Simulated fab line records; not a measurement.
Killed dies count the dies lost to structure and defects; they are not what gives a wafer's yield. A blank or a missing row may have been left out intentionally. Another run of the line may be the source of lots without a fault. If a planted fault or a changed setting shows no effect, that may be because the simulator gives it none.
fab line records | flow n5Finfet
record lots=8 wafers=22 lastDay=18
route steps=1938 shown BEOL_M4@1111 BEOL_M6@1260 BEOL_M7@1280 PASSIVATION@1936
lots untouched by any fault: they come from a run of this same line in which no faults occurred
startH: hours from the record's opening day to when the first of the lot's shown wafers began | waitH: time in hours since the lot's previous step | " as in the row above | L1.1+2: a row that stands for several wafers | - no value present, or no start provided | * or withheld: withheld | < > ~ a bound
route shown NAME@n: a module of which the file shows steps, and the number in the route of the first | usual: mean and standard deviation over wafers with no fault | same: alike in all rows | chamber/n: place in a boat | sites: each site's reading | _std_site: the standard deviation of these | _edge_site: outer sites' mean less inner sites' | radiusMm: for every site, how far away it sits from the centre of the wafer | mask NAME#n: copy n | behind: the most recent tool/chamber to have shaped the wafer | hold: what put the lot on hold/how long, in hours/how the hold closed | device: transistor that didn't switch, given as n, p or np | end of line: at the end of the route, the tests of the same wafers | a step without rows: its recipe alone | killed: the dies lost at the first sort to structure and to defects; this is not the yield of the wafer | map: dies across one wafer; x = killed, . = not, _ = none there
set.NAME: the setting the step ran with; set.NAME@STEP: the setting that earlier step ran with | model.NAME: the simulator's own value behind a step, which no gauge read
the route's steps for a sample of lots (tables are steps, rows are wafers)
services: the hour from which a tool's chamber was out of use, counted from the record's first day as startH (under 0 if before that day), plus the number of hours and why
## steps
# step N5_BEOL_M4_RC_MEAS_101
# usual DIBL_N=35.8/1.5 DIBL_P=35.9/1.8 IOFF_N=0.152/0.025 IOFF_P=0.21/0.031 ION_N=672/11 ION_P=462/7.4 SS_N=71.5/0.52 SS_P=73.2/0.54 VT_N=250/3 VT_P=-250/3.3
# columns lot.wafer tool chamber startH waitH DIBL_N[mV/V] DIBL_P[mV/V] IOFF_N[nA/um] IOFF_P[nA/um] ION_N[uA/um] ION_P[uA/um] SS_N[mV/dec] SS_P[mV/dec] VT_N[mV] VT_P[mV]
L709.2 prober-02 0 202.37 0.2 36.1 34.1 0.143 0.20 678 465 71.3 73.3 251 -249
L709.4 " 0 " " 36.7 34.2 0.153 0.20 659 449 71.6 73.1 249 -247
L709.6 " 0 " " 36.1 35.3 0.155 0.22 664 461 70.4 73.9 248 -247
L712.2 prober-02 0 215.76 0.2 34.6 34.5 0.115 0.15 652 449 71.6 72.3 256 -255
L712.3 " 0 " " 36.3 36.1 0.146 0.18 669 463 71.1 72.7 252 -253
L720.1 prober-01 0 263.71 0.0 37.7 38.6 0.218 0.29 700 484 72.0 74.3 244 -243
L720.2 " 0 " " 36.0 35.8 0.172 0.23 676 465 71.6 72.8 245 -248
L720.3 " 0 " " 36.5 38.0 0.196 0.28 706 489 72.4 73.7 245 -243
L722.4 prober-02 0 271.90 0.5 35.5 37.1 0.182 0.24 682 460 71.9 73.3 247 -247
L722.5 " 0 " " 34.3 37.2 0.175 0.24 694 471 71.1 72.5 245 -250
L722.6 " 0 " " 34.1 36.0 0.154 0.21 675 460 71.2 72.7 250 -248
L721.1 prober-01 0 284.90 0.0 34.6 35.8 0.160 0.20 672 456 71.6 73.2 247 -250
L721.2 " 0 " " 36.3 37.8 0.185 0.24 692 470 71.3 73.8 245 -250
L721.6 " 0 " " 35.0 36.7 0.175 0.22 701 472 71.0 73.5 246 -250
L723.1 prober-02 0 285.84 0.0 36.3 38.6 0.179 0.24 677 463 71.6 73.8 247 -249
L723.5 " 0 " " 36.0 39.4 0.177 0.26 689 477 71.5 73.7 248 -248
L723.6 " 0 " " 35.3 37.1 0.159 0.22 683 462 71.4 73.4 251 -249
L724.3 prober-01 0 289.49 0.3 34.0 34.4 0.141 0.21 664 463 72.0 73.1 252 -247
L724.4 " 0 " " 33.5 34.2 0.127 0.20 648 457 70.8 72.4 253 -247
L724.6 " 0 " " 34.8 36.0 0.159 0.24 689 473 71.4 73.4 249 -246
L727.1 prober-02 0 321.00 0.0 35.6 35.7 0.151 0.21 666 465 71.9 73.4 251 -251
L727.4 " 0 " " 35.0 34.9 0.137 0.19 675 472 71.3 72.8 256 -253
# step N5_BEOL_M6_DEP_56
# recipe material=SiCN targetThkA=100 tempC=withheld precursor=3MS/NH3 pressureTorr=3 rfW=202 timeS=17.5
# usual showerheadPlenumPTorr=3.674/0.011 throttleValvePct=9.1/0.56
# columns lot.wafer tool chamber startH waitH showerheadPlenumPTorr sinceWetCleanH throttleValvePct
L709.2 pecvd-03 1 223.15 0.0 3.687 1652 8.7
L709.4 " 1 " " 3.688 - 8.8
L709.6 " 0 " " 3.664 - 9.1
L712.2 pecvd-02 0 237.68 0.0 3.660 1304 10.2
L712.3 " 1 " " 3.670 2029 8.9
L720.1 pecvd-03 0 286.36 0.0 3.655 990 9.2
L720.2 " 2 " " 3.650 236 8.7
L720.3 " 1 " " 3.688 1715 8.9
L722.4 pecvd-01 0 293.70 0.0 3.666 - 8.8
L722.5 " 2 " " 3.672 - 9.0
L722.6 " 1 " " 3.689 - 10.5
L721.1 pecvd-02 1 305.24 0.0 3.672 2097 8.9
L721.2 " 0 " " 3.671 1372 10.0
L721.6 " 0 " " 3.662 - 10.3
L723.1 pecvd-01 2 306.22 0.0 3.668 57 8.8
L723.5 " 2 " " 3.665 - 8.6
L723.6 " 1 " " 3.681 - 10.0
L724.3 pecvd-03 1 311.62 0.0 3.692 1740 8.8
L724.4 " 0 " " 3.665 - 9.0
L724.6 " 2 " " 3.667 - 8.6
L727.1 pecvd-03 2 343.24 0.0 3.662 293 8.8
L727.4 " 2 " " 3.657 - 8.6
# step N5_BEOL_M7_ETCH_61
# recipe chemistry=CF4 target=SiARC targetDepthA=455 maskMaterial=CAR-ArF timeS=75.8 ionEnergyEv=80 pressureMtorr=40 sourceW=545 biasW=36 Ar_flow_sccm=100 cf4FlowSccm=100 ends=cleared
# usual biasW=36.02/0.11 drypumpMotorCurrentA=5.6/0.3 etchRfOnTimeS=75.6/1.6 oesProductAu=0.67/0.075 rfVppV=184.3/1.1 showerheadPlenumPTorr=2.16/0.045 throttleValvePct=15.58/0.17
# columns lot.wafer tool chamber startH waitH biasW drypumpMotorCurrentA etchRfOnTimeS oesProductAu rfHoursCounterH rfVppV showerheadPlenumPTorr throttleValvePct
L709.2 rieDiel-06 3 226.28 0.0 35.87 5.3 73.6 0.70 93 182.3 2.08 15.58
L709.4 " 0 " " 35.96 5.8 78.2 0.61 191 183.6 2.21 15.71
L709.6 " 0 " " 35.89 5.8 79.2 0.61 - 186.2 2.21 15.72
L712.2 rieDiel-01 2 240.65 0.0 36.01 5.3 74.3 0.57 250 182.7 2.11 15.67
L712.3 " 0 " " 36.07 6.1 75.8 0.73 34 183.6 2.18 15.52
L720.1 rieDiel-01 2 289.41 0.0 36.08 5.3 75.0 0.84 4 184.4 2.11 15.22
L720.2 " 3 " " 35.88 5.8 75.7 0.61 236 184.9 2.20 15.54
L720.3 " 1 " " 35.86 6.0 72.5 0.82 13 183.8 2.19 15.60
L722.4 rieDiel-05 2 295.99 0.0 36.09 5.5 74.8 0.70 86 185.8 2.16 15.61
L722.5 " 0 " " 35.99 6.0 74.6 0.62 - 185.9 2.23 15.60
L722.6 " 1 " " 36.00 5.3 73.4 0.68 - 183.9 2.14 15.39
L721.1 rieDiel-05 2 308.57 0.0 36.10 5.6 75.1 0.69 91 184.1 2.16 15.60
L721.2 " 0 " " 35.97 6.0 74.2 0.62 204 185.2 2.22 15.60
L721.6 " 1 " " 35.90 5.3 73.2 0.68 - 184.7 2.14 15.41
L723.1 rieDiel-01 0 308.91 0.0 35.99 6.1 76.6 0.70 60 184.7 2.17 15.58
L723.5 " 0 " " 35.85 6.1 76.5 0.70 - 183.9 2.17 15.59
L723.6 " 3 " " 35.93 5.8 75.9 0.61 - 185.9 2.20 15.52
L724.3 rieDiel-05 1 314.75 0.0 36.11 5.3 74.7 0.67 128 184.1 2.14 15.41
L724.4 " 3 " " 36.14 5.5 73.7 0.84 1 182.7 2.11 15.45
L724.6 " 0 " " 36.09 6.0 75.4 0.62 - 185.4 2.22 15.63
L727.1 rieDiel-01 1 346.10 0.0 36.05 6.0 73.5 0.76 36 183.8 2.18 15.61
L727.4 " 1 " " 35.86 6.0 73.9 0.77 - 185.3 2.18 15.64
# step N5_BEOL_M7_ETCH_62
# recipe chemistry=N2/H2 target=SOC targetDepthA=1100 overetchA=220 maskMaterial=SiARC tempC=40 timeS=165 ionEnergyEv=200 pressureMtorr=30 sourceW=840 biasW=150 n2FlowSccm=200 h2FlowSccm=200
# usual biasW=150.0/0.4 drypumpMotorCurrentA=5.6/0.3 oesProductAu=0.67/0.071 rfVppV=524.5/1.8 showerheadPlenumPTorr=2.57/0.054 throttleValvePct=17.85/0.21
# columns lot.wafer tool chamber startH waitH biasW drypumpMotorCurrentA oesProductAu rfHoursCounterH rfVppV showerheadPlenumPTorr throttleValvePct
L709.2 rieDiel-06 3 226.79 0.5 149.8 5.3 0.69 93 521.6 2.48 17.96
L709.4 " 0 " " 150.7 5.9 0.62 191 525.2 2.63 17.99
L709.6 " 0 " " 150.0 5.8 0.61 - 527.3 2.63 17.99
L712.2 rieDiel-01 2 240.71 0.0 150.1 5.3 0.57 250 523.6 2.50 17.85
L712.3 " 0 " " 149.9 6.1 0.73 34 526.1 2.61 17.98
L720.1 rieDiel-01 2 289.47 0.0 150.2 5.3 0.82 4 524.1 2.50 17.54
L720.2 " 3 " " 150.5 5.8 0.61 236 526.1 2.61 17.68
L720.3 " 1 " " 149.3 6.0 0.78 13 526.8 2.61 18.01
L722.4 rieDiel-05 2 296.05 0.0 150.0 5.6 0.69 86 524.8 2.58 18.02
L722.5 " 0 " " 149.9 6.0 0.62 - 526.5 2.63 17.83
L722.6 " 1 " " 150.0 5.3 0.67 - 525.3 2.57 17.77
L721.1 rieDiel-05 2 308.63 0.0 149.5 5.6 0.68 91 525.4 2.58 18.02
L721.2 " 0 " " 149.5 6.0 0.60 204 527.4 2.63 17.84
L721.6 " 1 " " 149.7 5.3 0.66 - 523.7 2.57 17.78
L723.1 rieDiel-01 0 308.96 0.0 150.0 6.1 0.70 60 524.5 2.59 18.02
L723.5 " 0 " " 149.9 6.1 0.70 - 524.9 2.59 18.03
L723.6 " 3 " " 149.5 5.8 0.60 - 525.2 2.61 17.68
L724.3 rieDiel-05 1 314.81 0.0 150.4 5.3 0.66 128 525.3 2.57 17.75
L724.4 " 3 " " 150.2 5.6 0.82 1 522.2 2.48 17.50
L724.6 " 0 " " 150.0 6.1 0.62 - 525.7 2.63 17.85
L727.1 rieDiel-01 1 346.16 0.0 150.1 6.0 0.75 36 525.3 2.60 18.05
L727.4 " 1 " " 150.1 6.0 0.74 - 525.1 2.60 18.06
# step N5_BEOL_M7_STRIP_67
# recipe chemistry=CF4 resist=SiARC powerW=300 biasPowerW=75 pressureMtorr=50 cf4FlowSccm=150 rfFrequencyHz=6e+07
# usual biasPowerW=75.00/0.25 cf4FlowSccm=149.9/0.49 drypumpMotorCurrentA=5.6/0.3 oesProductAu=0.79/0.085 rfVppV=271.5/1.3 showerheadPlenumPTorr=1.81/0.038 throttleValvePct=13.57/0.19
# columns lot.wafer tool chamber startH waitH biasPowerW cf4FlowSccm drypumpMotorCurrentA oesProductAu rfHoursCounterH rfVppV showerheadPlenumPTorr throttleValvePct
L709.2 rieDiel-06 3 226.94 0.0 74.83 149.2 5.3 0.82 93 269.6 1.75 13.55
L709.4 " 0 " " 74.98 149.9 5.8 0.73 191 273.3 1.85 13.71
L709.6 " 0 " " 75.06 150.2 5.9 0.73 - 272.8 1.85 13.72
L712.2 rieDiel-01 2 240.86 0.0 74.77 150.4 5.3 0.67 251 270.0 1.77 13.69
L712.3 " 0 " " 74.96 149.8 6.1 0.86 34 271.9 1.84 13.52
L720.1 rieDiel-01 2 289.61 0.0 - - - - - - - -
L720.2 " 3 " " - - - - - - - -
L720.3 " 1 " " - - - - - - - -
L722.4 rieDiel-05 2 296.19 0.0 75.02 150.4 5.6 0.80 86 271.9 1.81 13.56
L722.5 " 0 " " 75.43 150.3 6.1 0.72 - 271.4 1.86 13.56
L722.6 " 1 " " 74.83 150.1 5.2 0.78 - 272.5 1.80 13.43
L721.1 rieDiel-05 2 308.78 0.0 - - - - - - - -
L721.2 " 0 " " - - - - - - - -
L721.6 " 1 " " - - - - - - - -
L723.1 rieDiel-01 0 309.11 0.0 74.88 149.7 6.1 0.83 60 271.2 1.83 13.57
L723.5 " 0 " " 74.95 149.4 6.1 0.82 - 272.8 1.83 13.59
L723.6 " 3 " " 75.24 149.7 5.8 0.71 - 273.1 1.84 13.57
L724.3 rieDiel-05 1 314.95 0.0 74.73 150.6 5.3 0.78 129 271.5 1.80 13.45
L724.4 " 3 " " 74.91 149.8 5.5 0.96 1 269.4 1.77 13.38
L724.6 " 0 " " 74.75 150.3 6.1 0.71 - 271.6 1.85 13.61
L727.1 rieDiel-01 1 346.30 0.0 75.12 149.8 5.9 0.89 36 270.9 1.83 13.61
L727.4 " 1 " " 74.78 150.1 5.9 0.88 - 271.2 1.83 13.60
# step N5_BEOL_M7_ETCH_66
# recipe chemistry=N2/H2 target=SOC targetDepthA=800 overetchA=160 maskMaterial=SiARC tempC=40 timeS=120 ionEnergyEv=200 pressureMtorr=30 sourceW=840 biasW=150 n2FlowSccm=200 h2FlowSccm=200
# usual biasW=150.0/0.47 drypumpMotorCurrentA=5.6/0.31 oesProductAu=0.60/0.064 rfVppV=524.6/1.8 showerheadPlenumPTorr=2.57/0.055 throttleValvePct=17.88/0.22
# columns lot.wafer tool chamber startH waitH biasW drypumpMotorCurrentA oesProductAu rfHoursCounterH rfVppV showerheadPlenumPTorr throttleValvePct
L709.2 rieDiel-05 3 227.99 0.0 149.4 5.5 0.53 229 521.2 2.49 17.91
L709.4 " 0 " " 150.4 6.0 0.56 180 526.1 2.64 17.81
L709.6 " 1 " " 149.6 5.3 0.61 - 525.2 2.58 17.72
L712.2 rieDiel-05 2 243.45 0.0 150.1 5.5 0.64 71 524.7 2.59 17.97
L712.3 " 1 " " 149.4 5.3 0.61 105 524.7 2.58 17.73
L720.1 rieDiel-01 3 292.16 0.0 149.8 5.8 0.72 237 525.5 2.61 17.69
L720.2 " 2 " " 150.2 5.3 0.97 5 523.2 2.50 17.55
L720.3 " 0 " " 150.4 6.1 0.82 55 526.2 2.60 18.05
L722.4 rieDiel-05 0 299.46 0.0 149.5 6.0 0.55 200 527.2 2.63 17.82
L722.5 " 1 " " 149.8 5.3 0.60 - 524.3 2.57 17.76
L722.6 " 2 " " 149.6 5.6 0.62 - 524.2 2.58 18.01
L721.1 rieDiel-06 2 309.88 0.0 150.2 5.6 0.69 229 523.6 2.52 18.03
L721.2 " 0 " " 150.1 5.8 0.70 213 524.2 2.62 18.05
L721.6 " 0 " " 150.2 5.8 0.69 - 527.7 2.62 18.03
L723.1 rieDiel-05 1 310.00 0.0 148.9 5.3 0.59 126 523.6 2.57 17.75
L723.5 " 0 " " 150.0 6.1 0.55 - 527.7 2.63 17.83
L723.6 " 2 " " 150.0 5.6 0.62 - 524.8 2.58 18.02
L724.3 rieDiel-01 2 315.95 0.0 150.3 5.3 0.72 13 523.0 2.49 17.55
L724.4 " 1 " " 149.9 6.0 0.69 22 525.5 2.61 18.01
L724.6 " 3 " " 149.7 5.7 0.54 - 526.4 2.61 17.67
L727.1 rieDiel-01 1 348.09 0.0 149.9 6.0 0.67 37 526.1 2.60 18.04
L727.4 " 1 " " 149.7 6.0 0.67 - 525.8 2.60 18.04
# step N5_BEOL_M7_OCD_MEAS_38
# usual trenchDepthNm=93.2/1.7
# columns lot.wafer tool chamber startH waitH trenchDepthNm
L709.2 ocd-01 - 228.34 - 92.6
L709.4 " - " " 94.9
L709.6 " - " " 94.4
L712.2 ocd-01 - 243.80 - 94.2
L712.3 " - " " 95.9
L720.1 ocd-01 - 292.51 - -
L720.2 " - " " -
L720.3 " - " " -
L722.4 ocd-01 - 299.81 - 95.0
L722.5 " - " " 94.3
L722.6 " - " " 94.8
L721.1 ocd-01 - 310.23 - -
L721.2 " - " " -
L721.6 " - " " -
L723.1 ocd-02 - 310.35 - 95.2
L723.5 " - " " 95.4
L723.6 " - " " 94.7
L724.3 ocd-02 - 316.30 - 93.8
L724.4 " - " " 95.4
L724.6 " - " " 93.6
L727.1 ocd-01 - 348.44 - 95.9
L727.4 " - " " 96.0
# step N5_PASSIVATION_PROBE_49
# usual defectLimitedYield=91.7/1.7 killed_at_M0_to_M3=34/10 killed_at_M4_up=13/5.1 killedAtContacts=12/6.2 killedAtFrontEnd=36/12 killedAtOther=3.2/2.6 killedDies=98/20 killedOnRim=13/4.5 killedOpen=65/13 killedShort=32/8.4 sort_bin_5_function=4.8/1.1 sort_bin_6_memory=3.2/0.74 sortNPass=1082/20 sortYieldPct=91.7/1.7
# same grossDies=1180 killedAtBackSide=0 sort_bin_4_leakage[%]=0 sort_bin_8_speed[%]=0
# columns lot.wafer tool chamber startH waitH defectLimitedYield[%] killed_at_M0_to_M3 killed_at_M4_up killedAtContacts killedAtFrontEnd killedAtOther killedDies killedOnRim killedOpen killedShort sort_bin_5_function[%] sort_bin_6_memory[%] sortNPass sortYieldPct[%]
L712.2 prober-01 - 320.01 0.1 91.9 34 12 11 38 1 96 13 66 24 4.4 3.1 1084 91.9
L712.3 prober-01 - 320.06 0.1 92.6 32 15 13 27 0 87 6 58 29 3.9 3.3 1093 92.6
L720.1 prober-02 - 368.40 0.0 0 40 1094 7 39 0 1180 152 67 32 96.1 3.5 0 0
L720.2 prober-02 - 368.45 0.1 0 43 1090 8 39 0 1180 152 65 40 95.6 3.9 0 0
L720.3 prober-02 - 368.50 0.1 0 62 1054 19 41 4 1180 152 91 44 95.8 3.7 0 0
L721.1 prober-01 - 376.49 0.0 0 24 1118 6 31 1 1180 152 42 30 97.6 2.0 0 0
L721.2 prober-01 - 376.54 0.1 0 30 1100 12 33 5 1180 152 67 24 96.9 2.9 0 0
L721.6 prober-01 - 376.74 0.3 0 32 1087 14 40 7 1180 152 66 36 95.5 4.3 0 0
L722.4 prober-02 - 376.64 0.2 88.6 50 10 20 50 4 134 19 92 36 6.9 3.7 1046 88.6
L722.5 prober-02 - 376.69 0.2 88.6 47 9 17 58 4 135 15 89 46 6.9 4.3 1045 88.6
L722.6 prober-02 - 376.74 0.3 88.9 65 9 6 45 6 131 17 89 40 7.3 3.5 1049 88.9
L723.1 prober-02 - 381.90 0.0 92.6 33 15 7 32 0 87 12 63 24 4.6 2.8 1093 92.6
L723.5 prober-02 - 382.10 0.2 92.0 31 16 6 40 1 94 11 59 34 4.8 2.7 1086 92.0
L723.6 prober-02 - 382.15 0.3 90.6 28 16 13 54 0 111 14 71 40 5.7 2.9 1069 90.6
L727.1 prober-01 - 434.16 0.0 92.5 28 10 25 23 2 88 12 66 22 4.2 2.9 1092 92.5
L727.4 prober-01 - 434.31 0.2 93.2 24 19 12 22 3 80 8 57 23 4.1 2.7 1100 93.2
# killed by level:class
L712.2 BEOL_M1:geometricParticle:open=11 BEOL_M4:geometricParticle:open=9 MOL_CONTACT_COAG:geometricParticle:open=9 STI_FIN_REVEAL:geometricParticle:open=7 HKMG_FIN:areaEtch=6 FIN_SAQP:geometricParticle:open=5 FIN_SAQP:geometricParticle:short=5 BEOL_M0:geometricParticle:open=5
L712.3 MOL_CONTACT_COAG:geometricParticle:open=10 BEOL_M4:geometricParticle:open=9 BEOL_M3:geometricParticle:open=8 FIN_SAQP:geometricParticle:open=7 FIN_SAQP:geometricParticle:short=5 BEOL_M0_SAQP:geometricParticle:short=5 DUMMY_GATE:geometricParticle:open=4 BEOL_M3:geometricParticle:short=4
L720.1 BEOL_M7:areaEtch=1080 BEOL_M0_SAQP:geometricParticle:open=18 FIN_SAQP:geometricParticle:open=10 BEOL_M3:geometricParticle:open=9 MOL_CONTACT_COAG:geometricParticle:open=7 BEOL_M4:geometricParticle:open=6 FIN_SAQP:geometricParticle:short=5 STI_FIN_REVEAL:geometricParticle:open=5
L720.2 BEOL_M7:areaEtch=1073 STI_FIN_REVEAL:geometricParticle:open=16 BEOL_M0_SAQP:geometricParticle:short=12 BEOL_M4:geometricParticle:open=11 FIN_SAQP:geometricParticle:short=10 BEOL_M0_SAQP:geometricParticle:open=8 BEOL_M1:geometricParticle:open=7 MOL_CONTACT_COAG:geometricParticle:open=6
L720.3 BEOL_M7:areaEtch=1045 BEOL_M0_SAQP:geometricParticle:open=17 BEOL_M0_SAQP:geometricParticle:short=15 MOL_CONTACT_COAG:geometricParticle:open=15 BEOL_M3:geometricParticle:open=14 STI_FIN_REVEAL:geometricParticle:open=13 FIN_SAQP:geometricParticle:open=7 FIN_SAQP:geometricParticle:short=6
L721.1 BEOL_M7:areaEtch=1108 FIN_SAQP:geometricParticle:short=7 GATE_CUT:geometricParticle:short=6 BEOL_M0_SAQP:geometricParticle:short=6 STI_FIN_REVEAL:geometricParticle:open=5 BEOL_M3:geometricParticle:open=5 MOL_CONTACT_COAG:geometricParticle:open=5 GATE_CUT:geometricParticle:open=4
L721.2 BEOL_M7:areaEtch=1087 BEOL_M3:geometricParticle:open=14 MOL_CONTACT_COAG:geometricParticle:open=10 STI_FIN_REVEAL:geometricParticle:open=9 FIN_SAQP:geometricParticle:short=6 FIN_SAQP:geometricParticle:open=5 GATE_CUT:geometricParticle:open=4 BEOL_M1:geometricParticle:open=4
L722.4 MOL_CONTACT_COAG:geometricParticle:open=19 FIN_SAQP:geometricParticle:open=16 BEOL_M1:geometricParticle:open=11 BEOL_M2:geometricParticle:open=11 FIN_SAQP:geometricParticle:short=9 BEOL_M0_SAQP:geometricParticle:short=8 BEOL_M0_SAQP:geometricParticle:open=8 BEOL_M1:geometricParticle:short=7
L722.5 FIN_SAQP:geometricParticle:open=17 BEOL_M0_SAQP:geometricParticle:open=15 FIN_SAQP:geometricParticle:short=11 MOL_CONTACT_COAG:geometricParticle:open=11 STI_FIN_REVEAL:geometricParticle:open=8 BEOL_M0_SAQP:geometricParticle:short=7 BEOL_M3:geometricParticle:open=7 MOL_CONTACT_COAG:geometricParticle:short=6
L721.6 BEOL_M7:areaEtch=1077 BEOL_M2:geometricParticle:open=11 MOL_CONTACT_COAG:geometricParticle:open=10 STI_FIN_REVEAL:geometricParticle:open=9 GATE_CUT:geometricParticle:short=8 FIN_SAQP:geometricParticle:open=7 BEOL_M3:geometricParticle:open=6 BEOL_M1:geometricParticle:open=5
L722.6 BEOL_M2:geometricParticle:open=15 BEOL_M0_SAQP:geometricParticle:short=12 BEOL_M3:geometricParticle:open=11 BEOL_M1:geometricParticle:open=10 GATE_CUT:geometricParticle:short=9 BEOL_M0_SAQP:geometricParticle:open=9 FIN_SAQP:geometricParticle:open=7 STI_FIN_REVEAL:geometricParticle:open=7
L723.1 BEOL_M2:geometricParticle:open=11 MOL_CONTACT_COAG:geometricParticle:open=7 BEOL_M0_SAQP:geometricParticle:open=7 BEOL_M1:geometricParticle:open=7 BEOL_M4:geometricParticle:open=7 FIN_SAQP:geometricParticle:open=5 FIN_SAQP:geometricParticle:short=4 STI_FIN_REVEAL:geometricParticle:open=4
L723.5 BEOL_M0_SAQP:geometricParticle:open=8 DUMMY_GATE:geometricParticle:open=7 FIN_SAQP:geometricParticle:short=6 BEOL_M0_SAQP:geometricParticle:short=6 BEOL_M2:geometricParticle:open=6 STI_FIN_REVEAL:geometricParticle:open=5 BEOL_M4:geometricParticle:open=5 STARTING-WAFER:geometricParticle:short=5
L723.6 FIN_SAQP:geometricParticle:open=15 STI_FIN_REVEAL:geometricParticle:open=9 MOL_CONTACT_COAG:geometricParticle:open=9 BEOL_M1:geometricParticle:open=8 FIN_SAQP:geometricParticle:short=7 BEOL_M4:geometricParticle:open=6 BEOL_M3:geometricParticle:open=5 DUMMY_GATE:geometricParticle:short=5
L727.1 MOL_CONTACT_COAG:geometricParticle:open=20 BEOL_M0_SAQP:geometricParticle:open=11 BEOL_M4:geometricParticle:open=7 BEOL_M0_SAQP:geometricParticle:short=6 BEOL_M1:geometricParticle:open=6 MOL_CONTACT_COAG:geometricParticle:short=5 STARTING-WAFER:geometricParticle:open=4 FIN_SAQP:geometricParticle:open=3
L727.4 FIN_SAQP:geometricParticle:open=10 MOL_CONTACT_COAG:geometricParticle:open=10 BEOL_M0_SAQP:geometricParticle:short=8 BEOL_M1:geometricParticle:open=6 BEOL_M4:geometricParticle:open=6 BEOL_M5:geometricParticle:open=6 BEOL_M0_SAQP:geometricParticle:open=3 BEOL_M2:geometricParticle:open=3
## services
# columns tool chamber startH hours kind
pecvd-01 0 207.72 6.4 repair
pecvd-01 2 220.22 - clean
pecvd-02 - 233.00 0.7 repair
rieDiel-01 1 239.29 - clean
rieDiel-01 1 239.29 - consumableReplace:focusRing
rieDiel-01 1 239.29 17.8 scheduledDown
rieDiel-01 1 239.29 17.8 ventCycle
rieDiel-01 2 257.19 - clean
rieDiel-01 2 257.19 - consumableReplace:focusRing
rieDiel-01 2 257.19 19.0 scheduledDown
rieDiel-01 2 257.19 19.0 ventCycle
pecvd-03 0 258.06 5.5 scheduledDown
rieDiel-06 0 274.36 3.1 repair
rieDiel-06 3 294.02 4.3 repair
rieDiel-05 3 300.48 - clean
rieDiel-05 3 300.48 - consumableReplace:focusRing
rieDiel-05 3 300.48 12.2 scheduledDown
rieDiel-05 3 300.48 12.2 ventCycle
rieDiel-01 3 329.15 - clean
rieDiel-01 3 329.15 - consumableReplace:focusRing
rieDiel-01 3 329.15 21.2 scheduledDown
rieDiel-01 3 329.15 21.2 ventCycle
pecvd-01 - 329.86 1.7 repair
rieDiel-06 - 331.77 14.6 pm
## key
firstSign step=N5_BEOL_M7_STRIP_67 reading=toolRecord direction=missing
effect step=N5_BEOL_M7_ETCH_66 reading=oesProductAu direction=up sigmas=2.6 usual=0.60 struck=0.76
effect step=N5_BEOL_M7_OCD_MEAS_38 reading=trenchDepthNm direction=missing
effect step=N5_PASSIVATION_PROBE_49 reading=killed_at_M4_up direction=up sigmas=99+ usual=13 struck=1090
moreKillsBornAt N5_BEOL_M7_ETCH_66@rieDiel-06=3272 N5_BEOL_M7_ETCH_66@rieDiel-01=3198
metAt N5_BEOL_M7_STRIP_67
struckLots L720,L721
laterRowsLeftOut L720.1,L720.2,L720.3,L721.1,L721.2,L721.6
notActingAt N5_BEOL_M6_DEP_56,N5_BEOL_M7_ETCH_61,N5_BEOL_M7_ETCH_62
onsetBetween 240.86 289.61
fault kind=skippedStepWhole tool=rieDiel-01,rieDiel-05 chamber=- onsetH=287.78 steps=N5_BEOL_M7_STRIP_67 scope=struckLotsOnly
# laterRowsLeftOut: the simulator's readings of these wafers behind a module that went badly wrong aren't trusted and aren't shown, but for the sort
